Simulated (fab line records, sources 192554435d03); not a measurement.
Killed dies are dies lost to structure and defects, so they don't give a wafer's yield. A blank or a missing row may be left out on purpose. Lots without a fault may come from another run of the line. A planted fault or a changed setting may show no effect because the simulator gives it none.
Split-lot experiment | flow n5_finfet | 7 lots, 21 wafers read, on a route of 1938 steps

THE SPLIT
At N5_BEOL_M8_DESCUM_33 (chemistry O2, time 7 s), the setting time_s was moved away from the recipe's 7 s on 6 of the 21 wafers read, by -16.2% to +13.8%. The other wafers ran this setting at the recipe's value.

FROM THE SPLIT TO THE READING: what the file shows between them, 1 step
- N5_BEOL_M8_ETCH_72: etches underlayer in N2/H2, target depth 6.5 nm, time 5.2 s

THE READING
CAR-EUV_of_BEOL_M8_COAT_22.thk_nm (the simulator's own value, which no gauge read), in nm, at N5_BEOL_M8_ETCH_65 (etches SiARC in CF4, target depth 15.6 nm, time 26 s). The file gives no usual value for it. The 15 wafers here that ran the recipe average 11.2 nm, standard deviation 0.11 nm.

wafer  | tool, chamber at the split | time_s as run, s | against the recipe | CAR-EUV_of_BEOL_M8_COAT_22.thk_nm, nm | against lot-mates on the recipe
L074.1 | rie_diel-05, 1,2,1         | 7                | recipe             | 11                                    | -
L074.2 | rie_diel-05, 1,2,1         | 7                | recipe             | 11                                    | -
L074.6 | rie_diel-05, 1,2,1         | 7                | recipe             | 11                                    | -
L076.1 | rie_diel-01, 1             | 7                | recipe             | 11.2                                  | -
L076.2 | rie_diel-01, 0,3           | 7                | recipe             | 11.2                                  | -
L076.3 | rie_diel-01, 0,3           | 7                | recipe             | 11.2                                  | -
L082.1 | rie_diel-05, 0,3,0         | 7                | recipe             | 11.2                                  | -
L082.4 | rie_diel-05, 0,3,0         | 7                | recipe             | 11.2                                  | -
L082.6 | rie_diel-05, 0,3,0         | 7                | recipe             | 11.2                                  | -
L087.4 | rie_diel-01, 0,1           | 7.463            | +6.6%              | 11                                    | -0.2
L087.5 | rie_diel-01, 2             | 7                | recipe             | 11.2                                  | -
L087.6 | rie_diel-01, 0,1           | 7.463            | +6.6%              | 10.8                                  | -0.4
L089.1 | rie_diel-02, 2             | 7.494            | +7.1%              | 10.8                                  | -0.3
L089.2 | rie_diel-02, 1             | 7                | recipe             | 11.2                                  | -
L089.4 | rie_diel-02, 0             | 7                | recipe             | 11                                    | -
L094.1 | rie_diel-02, 0             | 5.863            | -16.2%             | 11.8                                  | +0.5
L094.3 | rie_diel-02, 1             | 7                | recipe             | 11.4                                  | -
L094.5 | rie_diel-02, 2             | 7                | recipe             | 11.2                                  | -
L095.2 | rie_diel-05, 0,1           | 7.963            | +13.8%             | 10.8                                  | -0.4
L095.6 | rie_diel-05, 0,1           | 7.963            | +13.8%             | 10.8                                  | -0.4
L095.4 | rie_diel-05, 1             | 7                | recipe             | 11.2                                  | -
Where a row lists several chambers, the file gives one row for several wafers and doesn't say which wafer went through which chamber.

THE FIT
A straight line over all 21 wafers: CAR-EUV_of_BEOL_M8_COAT_22.thk_nm changes by -0.0339 nm for each +1% of time_s; r = -0.88; the points scatter about the line by 0.11 nm.
The same after taking each lot's own level away (the mean of its wafers on the recipe; 21 wafers): -0.032 nm for each +1%; r = -0.95; scatter 0.066 nm.
On that fit, the largest move of time_s shifts the reading by 0.52 nm.
The lots' own levels span 11.00 to 11.30 nm, that is 2.8 times the standard deviation above.
So the lot-to-lot level changes the slope little: the two slopes agree.
Check: with one of the wafers moved furthest among these (-16.2%) left out of the fit, the line predicts +0.52 nm for it against its lot-mates. It came out at +0.5 nm against them.

OTHER SPLITS ON THESE WAFERS
These wafers also went through other splits before the reading. Each is held against what the fit with the lots' levels taken away leaves over:
other split on the same wafers     | wafers away from the commonest value | r with CAR-EUV_of_BEOL_M8_COAT_22.thk_nm (lot level and that fit taken away)
N5_BEOL_M7_ILD_DEP_00 time_s       | 6                                    | -0.27
N5_BEOL_M7_PECVD_70 temp_c         | 8                                    | -0.29
N5_BEOL_M7_TRENCH_ETCH_37 source_w | 9                                    | -0.38
N5_BEOL_M7_ETCH_41 bias_w          | 8                                    | -0.06

THE WHOLE CHAIN: every reading that the file lists as answering this split, in the file's order
step                 | what it does                                                | reading                                                                            | change (the file's fit)                | r (the file's)
N5_BEOL_M8_DESCUM_33 | chemistry O2, time 7 s                                      | CAR-EUV_of_BEOL_M8_COAT_22.thk_nm (the simulator's own value, which no gauge read) | -0.0312 nm for each +1% of the setting | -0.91
N5_BEOL_M8_ETCH_72   | etches underlayer in N2/H2, target depth 6.5 nm, time 5.2 s | CAR-EUV_of_BEOL_M8_COAT_22.thk_nm (the simulator's own value, which no gauge read) | -0.0337 nm for each +1% of the setting | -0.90
N5_BEOL_M8_ETCH_65   | etches SiARC in CF4, target depth 15.6 nm, time 26 s        | CAR-EUV_of_BEOL_M8_COAT_22.thk_nm (the simulator's own value, which no gauge read) | -0.0324 nm for each +1% of the setting | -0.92

THE FILE'S OWN FIT
CAR-EUV_of_BEOL_M8_COAT_22.thk_nm changes by -0.0324 nm for each +1% of time_s, r = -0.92.
